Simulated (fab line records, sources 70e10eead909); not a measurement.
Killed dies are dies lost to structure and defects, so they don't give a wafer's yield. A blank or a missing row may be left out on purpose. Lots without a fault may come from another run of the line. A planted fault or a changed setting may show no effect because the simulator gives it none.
fab line records | flow nand_harc
record lots=6 wafers=18 last_day=33
route steps=1302 shown A_BLC@1132 A_M0@1137 END@1302
lots that met no fault: from a run of the same line without faults
start_h: hours from the record's first day to the start of the lot's first wafer shown | wait_h: hours since the lot's step before | " the same as in the row above | L1.1+2: a row that stands for several wafers | - no value, or no start given | * or withheld: withheld | < > ~ a bound
route shown NAME@n: a module of which the file shows steps, and the number in the route of the first | usual: mean/standard deviation of fault-free wafers | same: alike in all rows | chamber/n: place in a boat | sites: the reading at each site | _std_site: their standard deviation | _edge_site: outer sites' mean less inner sites' | radius_mm: how far each site lies from the wafer's centre | mask NAME#n: copy n | behind: the tool/chamber that last shaped the wafer | hold: why the lot was held/for how many hours/how that ended | device: the transistor (n, p or np) that didn't switch | end of line: the same wafers' tests at the end of the route | a step without rows: its recipe alone | killed: dies lost to structure and defects at the first sort, not the wafer's yield | map: a wafer's dies, x killed, . not, _ none there
set.NAME: the setting as run; set.NAME@STEP: as run at that earlier step | model.NAME: the simulator's own value behind a step, which no gauge read
lots at some steps of the route; a table a step, a row a wafer
services: from which hour (start_h, from the record's first day; less than 0 if before it) a tool's chamber was out of use, for how many hours, and why
## steps
# step NHARC_A_BLC_CVD_24
# recipe target_thk_a=1500 temp_c=300 pressure_torr=40 wf6_flow_sccm=40 h2_flow_sccm=1600 ar_flow_sccm=1560 time_s=434 material=W
# usual heater_power_w=456/25 throttle_valve_pct=7.80/0.23
# columns lot.wafer tool chamber start_h wait_h heater_power_w throttle_valve_pct
L119.2 cvd_w-02 0 - - 513 7.30
L119.3 " 1 " " 452 7.93
L119.6 " 0 " " 507 7.50
L125.2 cvd_w-02 1 - - 438 7.84
L125.6 " 0 " " 503 7.49
L125.5 " 1 " " 458 8.18
L128.2 cvd_w-01 1 - - 424 7.94
L128.5 " 1 " " 423 7.89
L128.6 " 0 " " 462 8.06
L132.1 cvd_w-01 1 - - 432 7.79
L132.2 " 0 " " 459 7.76
L132.5 " 1 " " 426 7.99
L137.1 cvd_w-02 1 - - 448 7.54
L137.5 " 0 " " 478 7.72
L137.6 " 1 " " 450 7.49
L140.1 cvd_w-01 1 - - 415 7.92
L140.3 " 0 " " 455 7.89
L140.5 " 0 " " 456 7.88
# step NHARC_A_BLC_CMP_25
# recipe t_overpolish_s=30 target_thk_nm=150
# usual motor_current_A=12.4/1.4 overpolish_run_s=30.000/0.0091 slurry_filter_dp_kPa=13.49/0.13 time_to_endpoint_s=30.1/2.2
# columns lot.wafer tool chamber start_h wait_h motor_current_A overpolish_run_s slurry_filter_dp_kPa time_to_endpoint_s
L119.3 cmp-04 1 552.00 0.3 11.5 30.010 13.49 29.3
L119.2 " 2 " " 12.8 30.003 13.49 27.5
L119.6 " 0 " " 13.5 29.985 13.61 29.1
L125.2 cmp-03 3 596.43 0.4 12.6 30.016 13.46 35.2
L125.5 " 2 " " 13.2 30.002 13.48 30.3
L125.6 " 3 " " 12.2 30.013 13.46 33.6
L128.2 cmp-03 0 640.17 0.5 13.8 30.008 13.33 29.8
L128.5 " 3 " " 12.3 30.001 13.43 32.2
L128.6 " 0 " " 13.0 30.001 13.56 32.7
L132.2 cmp-03 1 697.71 0.4 12.1 29.996 13.58 26.8
L132.1 " 3 " " 11.6 30.005 13.46 30.9
L132.5 " 2 " " 13.2 29.994 13.36 30.0
L137.1 cmp-04 3 724.49 0.4 10.2 30.008 13.48 30.3
L137.6 " 3 " " 10.1 30.012 13.41 28.6
L137.5 " 0 " " 13.5 29.997 13.45 26.4
L140.3 cmp-02 3 758.50 0.3 10.3 29.992 13.55 31.0
L140.1 " 0 " " 13.9 30.024 13.56 30.4
L140.5 " 1 " " 12.1 30.002 13.45 32.5
# step NHARC_A_BLC_SRD_27
# step NHARC_A_BLC_INSPECT_28
# usual raw_defect_count=547/120
# columns lot.wafer tool chamber start_h wait_h raw_defect_count
L119.2 defect_inspect-01 - 552.37 0.1 405
L119.3 " - " " 439
L119.6 " - " " 547
L125.2 defect_inspect-02 - 596.80 0.1 602
L125.5 " - " " 564
L125.6 " - " " 490
L128.2 defect_inspect-01 - 640.58 0.1 561
L128.5 " - " " 614
L128.6 " - " " 625
L132.1 defect_inspect-02 - 698.10 0.1 430
L132.2 " - " " 458
L132.5 " - " " 471
L137.1 defect_inspect-02 - 724.89 0.1 533
L137.5 " - " " 602
L137.6 " - " " 652
L140.1 defect_inspect-01 - 758.85 0.1 543
L140.3 " - " " 541
L140.5 " - " " 574
# step NHARC_A_M0_DEP_00
# recipe target_thk_a=1500 target_thk_nm=150 temp_c=withheld pressure_torr=5 flow_sccm=200 rf_w=600 material=SiOC
# step NHARC_A_M0_DEHYDRATE_01
# recipe temp_c=150 time_s=120
# step NHARC_A_M0_HMDS_02
# recipe time_s=30
# step NHARC_A_M0_COAT_33
# recipe temp_c=200 time_s=65
# step NHARC_A_M0_COAT_03
# recipe spin_rpm=1500 resist_thk_nm=90
# step NHARC_A_M0_SOFTBAKE_04
# recipe temp_c=105 time_s=55
# step NHARC_A_M0_EBR_05
# step NHARC_A_M0_EXPOSE_06
# recipe na=1.35 target_cd_nm=80 dose_mj=83.25 mask_id=A_M0
# usual exposure_dose_mJ_cm2=83.20/0.11
# columns lot.wafer tool chamber start_h wait_h mask exposure_dose_mJ_cm2
L119.2 arfi_scanner-03 0 553.16 - A_M0#0 83.21
L119.3 " 0 " " A_M0#0 83.28
L119.6 " 0 " " A_M0#0 83.26
L125.2 arfi_scanner-02 0 598.11 - A_M0#0 83.20
L125.5 " 0 " " A_M0#0 83.12
L125.6 " 0 " " A_M0#0 83.19
L128.2 arfi_scanner-03 0 641.34 - A_M0#0 83.29
L128.5 " 0 " " A_M0#0 83.31
L128.6 " 0 " " A_M0#0 83.23
L132.1 arfi_scanner-02 0 699.00 - A_M0#0 42.69
L132.2 " 0 " " A_M0#0 42.65
L132.5 " 0 " " A_M0#0 42.79
L137.1 arfi_scanner-02 0 725.66 - A_M0#0 50.75
L137.5 " 0 " " A_M0#0 50.82
L137.6 " 0 " " A_M0#0 50.79
L140.1 arfi_scanner-01 0 759.62 - A_M0#0 83.02
L140.3 " 0 " " A_M0#0 83.10
L140.5 " 0 " " A_M0#0 83.23
# step NHARC_A_M0_PEB_07
# recipe peb_temp_c=100 peb_time_s=65
# step NHARC_A_M0_DEVELOP_08
# recipe develop_time_s=35 dev_temp_c=23
# step NHARC_A_M0_CD_MEAS_09
# recipe target_cd_nm=80 landing_energy_ev=500
# usual cd_nm=79.8/0.84
# columns lot.wafer tool chamber start_h wait_h hold cd_nm
L119.2 cd_sem-01 0 553.30 - - 80.5
L119.3 " 0 " " - 79.9
L119.6 " 0 " " - 80.2
L125.2 cd_sem-02 0 598.25 - - 80.5
L125.5 " 0 " " - 80.5
L125.6 " 0 " " - 80.0
L128.2 cd_sem-03 0 641.48 - - 80.4
L128.5 " 0 " " - 79.9
L128.6 " 0 " " - 79.9
L132.1 cd_sem-03 0 699.14 - await_dispo/0.2h/release 37.2
L132.2 " 0 " " await_dispo/0.2h/release 36.3
L132.5 " 0 " " await_dispo/0.2h/release 37.1
L132.1 cd_sem-03 0 - - - 36.6
L132.2 " 0 " " - 36.7
L132.5 " 0 " " - 37.3
L137.1 cd_sem-03 0 725.80 - await_dispo/0.2h/release 47.3
L137.5 " 0 " " await_dispo/0.2h/release 47.3
L137.6 " 0 " " await_dispo/0.2h/release 47.3
L137.1 cd_sem-03 0 - - - 47.0
L137.5 " 0 " " - 46.9
L137.6 " 0 " " - 47.6
L140.1 cd_sem-02 0 759.76 - - 79.9
L140.3 " 0 " " - 79.5
L140.5 " 0 " " - 80.4
# step NHARC_A_M0_OVL_MEAS_10
# recipe pitch_nm=160
# usual overlay_x_nm=0.0/0.89 overlay_y_nm=-0.1/0.65
# columns lot.wafer tool chamber start_h wait_h hold overlay_x_nm overlay_y_nm
L119.2 overlay-02 - 553.38 - - -0.1 -0.4
L119.3 " - " " - -0.2 -0.3
L119.6 " - " " - -0.5 -0.4
L125.2 overlay-02 - 598.34 - - -0.1 -0.9
L125.5 " - " " - 0.5 -0.5
L125.6 " - " " - 0.7 -0.7
L128.2 overlay-02 - 641.57 - - 0.0 -0.6
L128.5 " - " " - -0.9 0.1
L128.6 " - " " - -0.3 -0.8
L137.1 overlay-01 - 729.13 - await_dispo/3.1h/release -1.3 -0.6
L137.5 " - " " await_dispo/3.1h/release -1.3 0.0
L137.6 " - " " await_dispo/3.1h/release -1.0 -0.5
L140.1 overlay-02 - 759.84 - - 0.0 0.4
L140.3 " - " " - 0.1 0.1
L140.5 " - " " - -0.5 -0.2
# step NHARC_A_M0_INSPECT_11
# usual raw_defect_count=82/37
# columns lot.wafer tool chamber start_h wait_h raw_defect_count
L119.2 defect_inspect-02 - 553.42 0.0 69
L119.3 " - " " 82
L119.6 " - " " 69
L125.2 defect_inspect-01 - 598.37 0.0 114
L125.5 " - " " 113
L125.6 " - " " 120
L128.2 defect_inspect-01 - 641.61 0.0 79
L128.5 " - " " 76
L128.6 " - " " 74
L137.1 defect_inspect-01 - 729.17 0.0 130
L137.5 " - " " 126
L137.6 " - " " 148
L140.1 defect_inspect-01 - 759.88 0.0 34
L140.3 " - " " 29
L140.5 " - " " 35
# step NHARC_A_M0_DESCUM_14
# recipe time_s=3 o2_flow_sccm=200 ar_flow_sccm=0 bias_power_w=0 chemistry=O2
# usual drypump_motor_current_A=5.9/0.35 oes_product_au=1.001/0.011 rf_vpp_V=57.8/0.79 showerhead_plenum_p_Torr=1.92/0.076 throttle_valve_pct=11.310/0.0089
# columns lot.wafer tool chamber start_h wait_h drypump_motor_current_A oes_product_au rf_hours_counter_h rf_vpp_V showerhead_plenum_p_Torr throttle_valve_pct model.A_M0.cd_nm
L119.3 rie_diel-04 2 553.48 0.1 5.9 1.002 0.1 57.6 1.84 11.313 79.72
L119.2 " 3 " " 5.4 0.996 0.1 56.6 1.92 11.312 80.45
L119.6 " 3 " " 5.4 0.997 - 57.6 1.92 11.311 79.78
L125.2 rie_diel-09 0 598.46 0.1 5.7 0.993 7.0 57.4 2.02 11.327 80.7
L125.5 " 1 " " 6.7 0.986 - 57.9 1.86 11.309 80.43
L125.6 " 2 " " 5.7 0.990 - 57.3 1.88 11.305 80.45
L128.2 rie_diel-04 3 641.68 0.1 5.4 1.008 4.4 57.8 1.92 11.299 80.66
L128.5 " 2 " " 5.9 1.014 - 58.2 1.84 11.308 79.7
L128.6 " 3 " " 5.4 1.004 - 58.4 1.92 11.315 80.1
L137.1 rie_diel-09 2 729.25 0.1 5.7 1.011 2.6 57.7 1.87 11.302 46.65
L137.6 " 0 " " 5.7 1.016 - 58.4 2.02 11.317 47.56
L137.5 " 1 " " 6.6 1.021 - 57.2 1.86 11.306 46.48
L140.1 rie_diel-04 3 759.94 0.1 5.4 0.997 1.7 58.0 1.91 11.308 80.07
L140.3 " 1 " " 6.0 0.996 1.8 57.8 2.05 11.309 79.86
L140.5 " 3 " " 5.4 0.994 - 57.1 1.91 11.319 80.63
# step NHARC_A_M0_ETCH_34
# recipe target_depth_a=400 overetch_a=120 time_s=43.94 ion_energy_ev=200 n2_flow_sccm=150 h2_flow_sccm=150 ar_flow_sccm=0 rf_w=400 bias_w=150 chemistry=N2/H2
# usual drypump_motor_current_A=5.9/0.34 oes_product_au=1.000/0.011 rf_vpp_V=430.9/2.4 showerhead_plenum_p_Torr=2.06/0.086 throttle_valve_pct=14.171/0.0094
# columns lot.wafer tool chamber start_h wait_h drypump_motor_current_A oes_product_au rf_hours_counter_h rf_vpp_V showerhead_plenum_p_Torr throttle_valve_pct
L119.2 rie_diel-04 0 553.58 0.1 5.4 0.995 0.1 430.5 2.03 14.166
L119.3 " 1 " " 6.0 1.009 0.2 434.2 2.19 14.188
L119.6 " 2 " " 5.9 0.987 - 428.0 1.96 14.171
L125.2 rie_diel-09 0 598.53 0.1 5.7 0.988 7.0 433.5 2.16 14.176
L125.6 " 2 " " 5.8 0.990 - 430.0 2.00 14.177
L125.5 " 3 " " 6.0 0.994 - 432.8 2.14 14.171
L128.2 rie_diel-04 2 641.78 0.1 5.9 1.006 5.5 428.6 1.96 14.166
L128.5 " 3 " " 5.4 0.999 - 431.1 2.04 14.162
L128.6 " 0 " " 5.4 0.997 - 429.7 2.03 14.174
L137.1 rie_diel-09 0 729.32 0.1 5.7 0.995 3.1 434.2 2.16 14.172
L137.6 " 3 " " 6.0 0.999 - 432.2 2.13 14.173
L137.5 " 0 " " 5.7 1.011 - 432.9 2.16 14.181
L140.3 rie_diel-04 2 760.03 0.1 5.9 0.996 1.4 426.9 1.95 14.165
L140.1 " 0 " " 5.4 1.005 2.1 429.7 2.03 14.150
L140.5 " 2 " " 5.8 0.985 - 429.8 1.95 14.177
# step NHARC_A_M0_ETCH_15
# recipe target_depth_a=1500 overetch_a=150 time_s=82.5 c4f8_flow_sccm=withheld ar_flow_sccm=400 rf_w=600 bias_w=300 chemistry=C4F8/Ar
# usual oes_product_au=0.950/0.025 rf_vpp_V=441.6/2.4
# columns lot.wafer tool chamber start_h wait_h oes_product_au rf_hours_counter_h rf_vpp_V model.A_M0.cd_nm
L119.2 rie_diel-04 0 - - 0.974 0.1 442.0 80.11
L119.3 " 1 " " 0.981 0.2 446.1 79.65
L119.6 " 3 " " 0.957 - 439.3 79.56
L125.2 rie_diel-09 2 - - 0.945 6.3 439.5 81.11
L125.5 " 1 " " 0.964 - 438.8 80.43
L125.6 " 2 " " 0.946 - 440.5 79.59
L128.2 rie_diel-04 1 - - 0.936 4.4 444.3 80.46
L128.6 " 1 " " 0.925 - 446.2 79.4
L128.5 " 2 " " 0.925 - 439.0 79.95
L137.1 rie_diel-09 1 - - 0.979 2.2 440.7 46.76
L137.5 " 0 " " 0.976 - 446.0 46.48
L137.6 " 1 " " 0.977 - 439.0 47.38
L140.3 rie_diel-04 1 - - 0.980 1.9 443.4 79.97
L140.1 " 2 " " 0.974 1.4 438.8 79.41
L140.5 " 3 " " 0.963 - 440.9 80.59
# step NHARC_A_M0_CD_MEAS_16
# usual cd_nm=79.8/1
# columns lot.wafer tool chamber start_h wait_h hold cd_nm
L119.2 cd_sem-02 - 553.78 - - 80.3
L119.3 " - " " - 79.7
L119.6 " - " " - 79.5
L125.2 cd_sem-02 - 598.73 - - 81.0
L125.5 " - " " - 80.6
L125.6 " - " " - 79.6
L128.2 cd_sem-01 - 641.98 - - 80.4
L128.5 " - " " - 79.7
L128.6 " - " " - 79.5
L137.1 cd_sem-01 - 729.53 - await_dispo/0.2h/release 46.7
L137.5 " - " " await_dispo/0.2h/release 46.3
L137.6 " - " " await_dispo/0.2h/release 47.3
L137.1 cd_sem-01 - 729.72 0.2 - 46.6
L137.5 " - " " - 46.2
L137.6 " - " " - 47.0
L140.1 cd_sem-01 - 760.24 - - 79.5
L140.3 " - " " - 79.8
L140.5 " - " " - 80.7
# step NHARC_A_M0_STRIP_18
# recipe power_w=1000 n2_flow_sccm=150 h2_flow_sccm=150 ar_flow_sccm=0 bias_w=0 chemistry=N2/H2
# usual drypump_motor_current_A=5.95/0.3 oes_product_au=1.001/0.0096 rf_vpp_V=90.8/1.1 showerhead_plenum_p_Torr=2.06/0.083 throttle_valve_pct=14.171/0.0085
# columns lot.wafer tool chamber start_h wait_h hold drypump_motor_current_A oes_product_au rf_hours_counter_h rf_vpp_V showerhead_plenum_p_Torr throttle_valve_pct
L119.3 rie_diel-02 2 553.86 0.1 - 6.01 1.008 8 89.9 1.95 14.166
L119.2 " 0 " " - 6.15 0.994 9 88.7 2.09 14.169
L119.6 " 3 " " - 6.37 1.001 - 92.5 2.18 14.166
L125.2 rie_diel-02 0 598.81 0.1 - 6.15 0.990 1 90.8 2.09 14.161
L125.6 " 0 " " - 6.16 1.005 - 89.7 2.09 14.179
L125.5 " 1 " " - 5.84 1.007 - 91.0 2.00 14.167
L128.2 rie_diel-09 3 642.12 0.1 - 5.98 1.004 9 90.9 2.14 14.176
L128.5 " 0 " " - 5.67 0.991 - 91.4 2.16 14.166
L128.6 " 3 " " - 6.00 1.006 - 91.6 2.14 14.162
L137.1 rie_diel-04 2 732.05 2.3 await_dispo/2.2h/release 5.84 0.997 0 90.3 1.95 14.162
L137.5 " 0 " " await_dispo/2.2h/release 5.43 1.004 - 91.2 2.03 14.167
L137.6 " 1 " " await_dispo/2.2h/release 6.02 1.007 - 89.5 2.19 14.173
L140.3 rie_diel-02 1 760.34 0.1 - 5.83 1.007 1 89.0 2.00 14.179
L140.1 " 2 " " - 6.03 1.025 1 90.4 1.94 14.161
L140.5 " 1 " " - 5.82 0.996 - 90.5 2.00 14.169
# step NHARC_END_SORT_01
# recipe temp_c=25
# usual defect_limited_yield=91.0/2.8 killed_at_array=56/18 killed_at_other=1.4/1.5 killed_at_periphery=4/3.1 killed_dies=61/19 killed_open=3.5/1.8 killed_short=2.4/1.4
# same gross_dies=677
# columns lot.wafer tool chamber start_h wait_h defect_limited_yield[%] killed_at_array killed_at_other killed_at_periphery killed_dies killed_open killed_short
L125.5 prober-01 0 638.95 3.7 87.4 78 0 7 85 4 1
# killed by level:class
L125.5 A_CHANNEL_HOLE_D1:chamber_film_flake=31 A_SLIT:chamber_film_flake=27 A_CHANNEL_HOLE_D2:chamber_film_flake=12 P_BONDPAD:chamber_film_flake=5 A_M0:geometric_particle:open=2 A_ONON_D2:geometric_particle:open=1 A_WL_FILL:geometric_particle:short=1 A_WL_FILL:geometric_particle:open=1
## services
# columns tool chamber start_h hours kind
cvd_w-02 1 529.33 10.0 repair
rie_diel-04 - 531.90 9.0 pm
rie_diel-09 3 537.15 5.0 repair
cvd_w-01 - 547.41 13.0 pm
cmp-03 - 558.61 4.0 pm
rie_diel-09 0 560.00 4.3 repair
rie_diel-04 3 564.06 14.1 repair
rie_diel-02 - 570.70 9.0 pm
cmp-03 - 574.06 0.7 repair
arfi_scanner-02 - 575.61 1.8 repair
cmp-03 - 579.84 1.3 repair
cvd_w-01 1 617.87 3.4 repair
rie_diel-09 1 619.79 44.7 repair
cvd_w-02 - 626.41 0.9 repair
cvd_w-02 - 631.91 13.0 pm
arfi_scanner-02 - 656.00 4.0 pm
cmp-03 - 656.61 4.0 pm
cvd_w-01 1 662.11 7.9 repair
rie_diel-09 - 674.74 9.0 pm
rie_diel-02 1 675.58 3.3 repair
rie_diel-02 3 680.60 6.8 repair
rie_diel-04 0 703.66 10.1 repair
arfi_scanner-02 - 708.87 3.9 repair
rie_diel-04 - 709.61 9.0 pm
## key
first_sign step=NHARC_A_M0_EXPOSE_06 reading=exposure_dose_mJ_cm2 direction=down sigmas=99+ usual=83.20 struck=46.75
effect step=NHARC_A_M0_CD_MEAS_09 reading=visit direction=added through=control_loop
effect step=NHARC_A_M0_CD_MEAS_09 reading=cd_nm direction=down sigmas=45 usual=79.8 struck=42.1 through=control_loop
effect step=NHARC_A_M0_CD_MEAS_16 reading=visit direction=added through=control_loop
effect step=NHARC_A_M0_CD_MEAS_16 reading=cd_nm direction=down sigmas=32 usual=79.8 struck=46.7 through=control_loop
model_effect step=NHARC_A_M0_DESCUM_14 value=A_M0.cd_nm without=79.08 struck=46.89
model_effect step=NHARC_A_M0_ETCH_15 value=A_M0.cd_nm without=79.07 struck=46.87
met_at NHARC_A_M0_EXPOSE_06
struck_wafers L132.1,L132.2,L132.5,L137.1,L137.5,L137.6
scrapped_behind NHARC_A_M0_CD_MEAS_09 L132.1,L132.2,L132.5
later_rows_left_out L137.1,L137.5,L137.6
sort_left_out L137.1,L137.5,L137.6
loop_trim step=NHARC_A_M0_EXPOSE_06 setting=dose lots=L137
onset_between 598.11 699.00
fault kind=process_parameter_drift tool=arfi_scanner-02 chamber=- onset_h=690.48 steps=NHARC_A_M0_EXPOSE_06 channel=dose_mj offset=-40.51 shape=step acts_in=these_recipes_only stated=83.25
# sort_left_out: the simulated sort isn't trusted on such a fault, so these wafers' sort isn't shown, and their yield isn't known
# later_rows_left_out: the simulator's readings of these wafers behind a module that went badly wrong aren't trusted and aren't shown, but for the sort
# loop_trim: a control loop set the setting to another value than it would have without faults
